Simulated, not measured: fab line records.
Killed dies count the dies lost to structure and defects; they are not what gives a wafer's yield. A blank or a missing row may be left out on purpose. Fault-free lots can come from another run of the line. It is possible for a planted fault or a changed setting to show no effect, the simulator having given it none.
Comparing a struck lot with a sound one ; flow n5Finfet ; 17 steps out of a route of 1938
Sound: these wafers, L385.1, L385.3, L385.6. Wafers L399.2, L399.5 were the ones struck. Last of all comes the cause.
For every step that has rows: the tool of each side, followed by ch and its chambers, followed by its first start. Under that, the readings that differ: sound wafers ; struck wafers ; difference of the means ; sigmas: that difference in standard deviations of wafers without a fault.
alike: readings whose means differ by less than 2 such deviations, and words and numbers that are the same on both sides. not compared: withheld readings, readings that some wafer has no value for, bounds like >300 that may hide the same value, and numbers for which the record gives no deviation and whose values overlap.
Wherever a step has rows on one side only, a row that says differs or no value, or a row with sigmas, the two part there. When numbers do not overlap yet have no deviation, they are printed without sigmas and do not part them. Lack of a reading on every wafer of one side parts them only where that side has two or more wafers.

first, 2 steps without rows for these wafers: N5_BEOL_M4_ANNEAL_82 (time 240 s); N5_BEOL_M4_SPUTTER_86 (material Cu, target thk 4.5 nm, time 8.29 s).
N5_BEOL_M4_ANNEAL_87: time 240 s.
  sound on pvdSputter-02 at day 9 04:44; struck on pvdSputter-01 at day 13 02:43
  alike: heaterPowerW
N5_BEOL_M4_SPUTTER_88: material Cu, target thk 4.5 nm, time 8.29 s.
  sound on pvdSputter-02 at day 9 04:53; struck on pvdSputter-01 at day 13 02:51
  alike: chuckSensorTempC, throttleValvePct
then, 2 steps without rows for these wafers: N5_BEOL_M4_ANNEAL_89 (time 240 s); N5_BEOL_M4_SPUTTER_90 (material Cu, target thk 4.5 nm, time 8.29 s).
N5_BEOL_M4_ANNEAL_91: time 240 s.
  sound on pvdSputter-02 at day 9 05:11; struck on pvdSputter-01 at day 13 03:09
  alike: heaterPowerW
then, 2 steps without rows for these wafers: N5_BEOL_M4_SPUTTER_92 (material Cu, target thk 4.5 nm, time 8.29 s); N5_BEOL_M4_ANNEAL_93 (time 240 s).
N5_BEOL_M4_SPUTTER_94: material Cu, target thk 4.5 nm, time 8.29 s.
  sound on pvdSputter-02 at day 9 05:32; struck on pvdSputter-01 at day 13 03:31
  alike: chuckSensorTempC, throttleValvePct
then, 2 steps without rows for these wafers: N5_BEOL_M4_ANNEAL_95 (time 240 s); N5_BEOL_M4_SPUTTER_96 (material Cu, target thk 4.5 nm, time 8.29 s).
N5_BEOL_M4_ECD_50: material Cu, target thk 300 nm.
  sound on ecdCu-02 ch 0,1, day 9 05:53; struck on ecdCu-02 ch 0,1, day 13 03:51
reading;sound;struck;difference;sigmas
model.Cu_of_BEOL_M4_ECD_50.thkNm (nm);299.2 296.6 297;441.8 439.4;+143.0;
N5_BEOL_M4_ANNEAL_51: time 90 s.
  sound on rtpAnneal-02 ch 0, day 9 05:58; struck on rtpAnneal-01 ch 0, day 13 03:59
  alike: wafer_temp_C_max
N5_BEOL_M4_CMP_52: polishes, stops on SiOC, t overpolish 6.8 s, target thk 40 nm.
  sound on cmp-03 ch 0,1,2, day 9 06:16; struck on cmp-02 ch 1,3, day 13 04:18
reading;sound;struck;difference;sigmas
timeToEndpointS (s);63 64 65;97 89;+29;+9
  alike: motorCurrentA, platenRpm
N5_BEOL_M4_THK_MEAS_53: measures by xrf.
  sound on filmMetro-02 at day 9 06:34; struck on filmMetro-02 at day 13 04:31
  alike: M4_THK
N5_BEOL_M4_RC_MEAS_101:
  sound on prober-02 ch 0, day 9 06:54; struck on prober-02 ch 0, day 13 05:05
reading;sound;struck;difference;sigmas
VT_P (mV);-253 -251 -247;-258 -257;-7;-2
  alike: DIBL_N, DIBL_P, IOFF_N, IOFF_P, ION_N, ION_P, SS_N, SS_P, VT_N

WHERE THEY PART
At N5_BEOL_M4_CMP_52 first; at N5_BEOL_M4_RC_MEAS_101 last (within this record only).

WHY: what had been put in by the simulator
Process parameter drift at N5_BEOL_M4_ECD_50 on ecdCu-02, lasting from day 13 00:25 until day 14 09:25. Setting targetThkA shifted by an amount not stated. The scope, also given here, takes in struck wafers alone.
